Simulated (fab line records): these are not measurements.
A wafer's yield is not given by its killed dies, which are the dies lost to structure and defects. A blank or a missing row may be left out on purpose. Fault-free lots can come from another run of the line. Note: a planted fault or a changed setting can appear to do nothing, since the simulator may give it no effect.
Which tool did it? -- flow n5Finfet -- 27 wafers from 9 lots sampled at 6 of the route's 1938 steps

== WHAT THE GAUGES SHOWED, per wafer ==
N5_PMOS_HMC_CHANNEL_EPI_THK_MEAS_22.
lot,measured,on,HMC_CMP_THK (nm)
L338,day 2 13:53,filmMetro-01,54.1 52.7 54.0
L345,day 4 08:02,filmMetro-02,53.2 53.2 52.8
L346,day 4 15:02,filmMetro-01,54.1 54.7 54.6
L347,day 4 20:29,filmMetro-02,53.7 53.7 53.9
L348,day 5 03:28,filmMetro-02,54.0 54.3 52.9
L349,day 5 08:22,filmMetro-02,49.3 49.5 49.2
L350,day 5 15:12,filmMetro-01,48.3 48.7 48.3
L355,day 6 20:34,filmMetro-01,52.6 54.7 54.6
L358,day 7 13:11,filmMetro-01,53.7 53.6 53.3

N5_BEOL_M4_RC_MEAS_101.
lot,measured,on,CJ_P,DIBL_N (mV/V),DIBL_P (mV/V),IOFF_N (nA/um),IOFF_P (nA/um),ION_N (uA/um),ION_P (uA/um),SS_N (mV/dec),SS_P (mV/dec),VT_N (mV),VT_P (mV),VT_P_LONG (mV),VT_P_LVT (mV)
L338,day 9 04:48,prober-02,5.87 6.06 5.83,36.3 38.0 36.7,36.2 39.1 35.7,0.161 0.208 0.169,0.22 0.28 0.21,674 682 674,462 465 454,71.1 72.0 71.8,74.1 73.7 73.2,249.6 246.3 250.4,-247 -248 -247,-273 -274 -275,-100 -96 -100
L345,day 10 14:10,prober-02,5.91 5.99 5.97,35.7 34.4 33.6,35.9 34.8 33.0,0.157 0.137 0.122,0.21 0.20 0.17,667 666 648,456 463 452,71.3 70.3 71.2,73.0 73.0 71.8,250.1 248.8 253.3,-247 -248 -251,-273 -273 -272,-97 -96 -100
L346,day 10 16:13,prober-01,5.81 5.68 5.62,35.7 32.5 36.7,36.3 31.9 37.0,0.153 0.104 0.161,0.19 0.14 0.20,676 658 663,455 448 452,70.7 70.6 71.4,74.0 72.7 74.8,248.6 258.3 250.6,-255 -257 -255,-281 -280 -280,-101 -103 -100
L347,day 11 10:02,prober-02,5.71 5.80 5.61,38.3 35.8 36.1,39.4 36.3 36.8,0.204 0.158 0.169,0.25 0.20 0.21,676 686 687,464 466 463,72.0 71.6 71.7,73.9 72.9 72.5,243.8 248.7 245.5,-250 -250 -251,-277 -277 -277,-99 -100 -101
L348,day 11 10:28,prober-01,5.90 5.53 5.86,37.2 33.9 36.1,37.7 32.7 35.5,0.182 0.125 0.163,0.26 0.18 0.21,679 672 674,476 458 461,71.4 71.0 71.4,73.8 72.8 73.1,245.9 253.8 249.0,-247 -249 -250,-275 -274 -272,-94 -100 -97
L349,day 11 14:25,prober-01,6.32 6.27 6.28,35.7 35.4 36.0,38.3 38.0 38.5,0.171 0.163 0.169,0.20 0.19 0.20,692 673 684,421 412 418,71.6 71.1 72.0,73.5 73.8 73.7,245.1 247.9 247.9,-257 -254 -257,-284 -287 -284,-104 -104 -104
L350,day 11 15:05,prober-02,6.38 6.17 6.29,34.8 34.5 34.4,39.1 39.7 39.0,0.136 0.142 0.152,0.18 0.21 0.16,656 669 681,398 390 398,71.0 70.9 71.0,75.5 76.8 74.4,249.6 250.4 247.1,-265 -264 -264,-294 -295 -295,-114 -114 -113
L355,day 13 21:21,prober-02,6.06 5.62 5.72,36.1 37.1 37.0,34.4 36.0 36.6,0.142 0.142 0.158,0.15 0.17 0.18,664 643 674,450 441 450,70.9 71.9 71.8,72.8 73.1 73.2,249.5 253.3 248.2,-258 -254 -255,-280 -282 -282,-102 -101 -101
L358,day 14 04:16,prober-02,5.71 5.81 5.89,36.1 35.0 38.2,36.2 35.4 39.4,0.149 0.136 0.190,0.18 0.17 0.24,665 678 675,456 459 462,71.0 70.9 71.5,72.9 73.7 74.2,252.6 253.1 249.5,-253 -255 -248,-274 -278 -275,-101 -101 -97

== EACH LOT AND THE TOOL THAT RAN IT (in order: tool; ch and the chambers of the sampled wafers; start) ==
lot,N5_PMOS_HMC_CHANNEL_EPI_STRIP_33,N5_PMOS_HMC_CHANNEL_EPI_EPI_20,N5_PMOS_HMC_CHANNEL_EPI_CMP_21,N5_PMOS_HMC_CHANNEL_EPI_EPI_26
L338,"rieDiel-03 ch 0,2,3, day 2 11:22","epiRpcvd-02 ch 0, day 2 11:51","cmp-04 ch 0,2,3, day 2 13:35","epiRpcvd-03 ch 0, day 2 13:59"
L345,"rieDiel-02 ch 0,1,2, day 4 05:31","epiRpcvd-02 ch 0, day 4 06:01","cmp-02 ch 0,1,3, day 4 07:50","epiRpcvd-01 ch 0, day 4 08:09"
L346,"rieDiel-04 ch 0,1, day 4 11:59","epiRpcvd-01 ch 0, day 4 12:50","cmp-02 ch 0,1,2, day 4 14:49","epiRpcvd-02 ch 0, day 4 15:13"
L347,"rieDiel-03 ch 0,2, day 4 17:57","epiRpcvd-03 ch 0, day 4 18:27","cmp-02 ch 1,2,3, day 4 20:16","epiRpcvd-03 ch 0, day 4 20:35"
L348,"rieDiel-04 ch 0,3, day 4 23:41","epiRpcvd-01 ch 0, day 5 00:40","cmp-02 ch 1,2,3, day 5 03:12","epiRpcvd-02 ch 0, day 5 03:38"
L349,"rieDiel-03 ch 0,3, day 5 05:50","epiRpcvd-02 ch 0, day 5 06:20","cmp-02 ch 2,3, day 5 08:07","epiRpcvd-03 ch 0, day 5 08:31"
L350,"rieDiel-02 ch 0,3, day 5 12:35","epiRpcvd-02 ch 0, day 5 13:20","cmp-03 ch 1,2,3, day 5 14:55","epiRpcvd-01 ch 0, day 5 15:23"
L355,"rieDiel-02 ch 1,2,3, day 6 18:02","epiRpcvd-03 ch 0, day 6 18:32","cmp-03 ch 1,3, day 6 20:18","epiRpcvd-01 ch 0, day 6 20:40"
L358,"rieDiel-03 ch 1,2,3, day 7 11:04","epiRpcvd-03 ch 0, day 7 11:34","cmp-03 ch 1,3, day 7 12:53","epiRpcvd-03 ch 0, day 7 13:18"
- N5_PMOS_HMC_CHANNEL_EPI_STRIP_33: strips in N2/H2.
- N5_PMOS_HMC_CHANNEL_EPI_EPI_20: deposits SiGe30, target thk 59 nm.
- N5_PMOS_HMC_CHANNEL_EPI_CMP_21: polishes SiGe30, target thk 54 nm.
- N5_PMOS_HMC_CHANNEL_EPI_EPI_26: deposits Si from SiH4/H2, target thk 3.8 nm, time 22.7 s.

== AS READ BY THE TOOLS THEMSELVES (means over the sampled wafers that have a number; for cases with no such wafer, the mark the record gives instead) ==
N5_PMOS_HMC_CHANNEL_EPI_STRIP_33.
lot,tool,drypumpMotorCurrentA (A),oesProductAu (a.u.),rfVppV (V),showerheadPlenumPTorr (Torr),tempC (C),throttleValvePct (%)
L338,rieDiel-03,5.5,0.77,52.6,3.31,39.99,18.85
L345,rieDiel-02,5.7,0.78,54.3,3.41,39.91,19.06
L346,rieDiel-04,5.8,0.75,53.4,3.39,39.97,18.72
L347,rieDiel-03,5.3,0.81,52.6,3.38,40.03,18.80
L348,rieDiel-04,5.7,0.72,53.6,3.43,40.00,18.82
L349,rieDiel-03,5.8,0.82,53.2,3.44,40.02,18.89
L350,rieDiel-02,6.1,0.89,54.4,3.51,40.11,18.86
L355,rieDiel-02,6.2,0.93,54.7,3.48,40.02,18.74
L358,rieDiel-03,5.6,0.82,53.5,3.38,39.83,18.72

N5_PMOS_HMC_CHANNEL_EPI_EPI_20.
lot,tool,chamberPressureTorr (Torr)
L338,epiRpcvd-02,20.02
L345,epiRpcvd-02,19.97
L346,epiRpcvd-01,20.01
L347,epiRpcvd-03,19.97
L348,epiRpcvd-01,20.01
L349,epiRpcvd-02,12.00
L350,epiRpcvd-02,11.95
L355,epiRpcvd-03,19.97
L358,epiRpcvd-03,20.02

N5_PMOS_HMC_CHANNEL_EPI_CMP_21.
lot,tool,motorCurrentA (A),padLifeWafers
L338,cmp-04,11.1,1189
L345,cmp-02,12.4,626
L346,cmp-02,13.6,668
L347,cmp-02,12.0,716
L348,cmp-02,12.6,758
L349,cmp-02,12.4,787
L350,cmp-03,12.1,470
L355,cmp-03,12.2,710
L358,cmp-03,12.3,859

N5_PMOS_HMC_CHANNEL_EPI_EPI_26.
lot,tool,chamberPressureTorr (Torr),throttleValvePct (%)
L338,epiRpcvd-03,20.03,11.53
L345,epiRpcvd-01,20.03,11.34
L346,epiRpcvd-02,20.00,11.18
L347,epiRpcvd-03,20.02,11.63
L348,epiRpcvd-02,20.06,11.20
L349,epiRpcvd-03,19.96,11.61
L350,epiRpcvd-01,20.01,11.33
L355,epiRpcvd-01,20.01,11.26
L358,epiRpcvd-03,20.00,11.61

== THE ANSWER, worked out from the rows above alone ==
Rule: usual is defined by the lots themselves. The widest of any qualifying gaps counts: lots, ordered by their means at a reading, are off when they make up no more than a third of the lots, leave a main group of 4 or more, and stand apart from it by 3 or more times the standard deviation of that group's means. The tables above print the reading to a certain number of digits; a main group whose means all agree to those digits is not used. Also off: a lot with no number at a reading for which 4 or more lots have one. The other lots that the step has rows for count as sound. First the gauges in route order, then the tools' own readings, where a lot's mean is used as printed above. At the first step where some lot is off, the reading lying furthest off is the one used; lots without a number count as furthest.
Off: L349, L350, seen at N5_PMOS_HMC_CHANNEL_EPI_THK_MEAS_22 (HMC_CMP_THK). The main group has a mean of 53.7 nm with a standard deviation of 0.4.
A tool fits if, at a process step before that reading, it ran every lot that is off, and no sound lot after the first of them. Not tried: the gauges at N5_PMOS_HMC_CHANNEL_EPI_THK_MEAS_22; whatever is off there is also off at N5_BEOL_M4_RC_MEAS_101, on other tools, and gauge error can't account for it. One fits: epiRpcvd-02 at N5_PMOS_HMC_CHANNEL_EPI_EPI_20. Its last sound lot is L345 (day 4 06:01), its first lot that is off L349 (day 5 06:20): a fault that began between those two fits.
On the lots that are off, the tool's own readings at N5_PMOS_HMC_CHANNEL_EPI_EPI_20 differ by more than 5 times the standard deviation of the sound lots' means, which bears it out; chamberPressureTorr reads 11.97 Torr there versus 20.00 Torr on the sound lots.

== WHAT THE SIMULATOR HAD INSERTED ==
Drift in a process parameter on epiRpcvd-02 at N5_PMOS_HMC_CHANNEL_EPI_EPI_20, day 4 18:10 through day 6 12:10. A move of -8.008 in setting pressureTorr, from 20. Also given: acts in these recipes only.
Shown lots that were struck: L349, L350. The rule above reached the same finding.
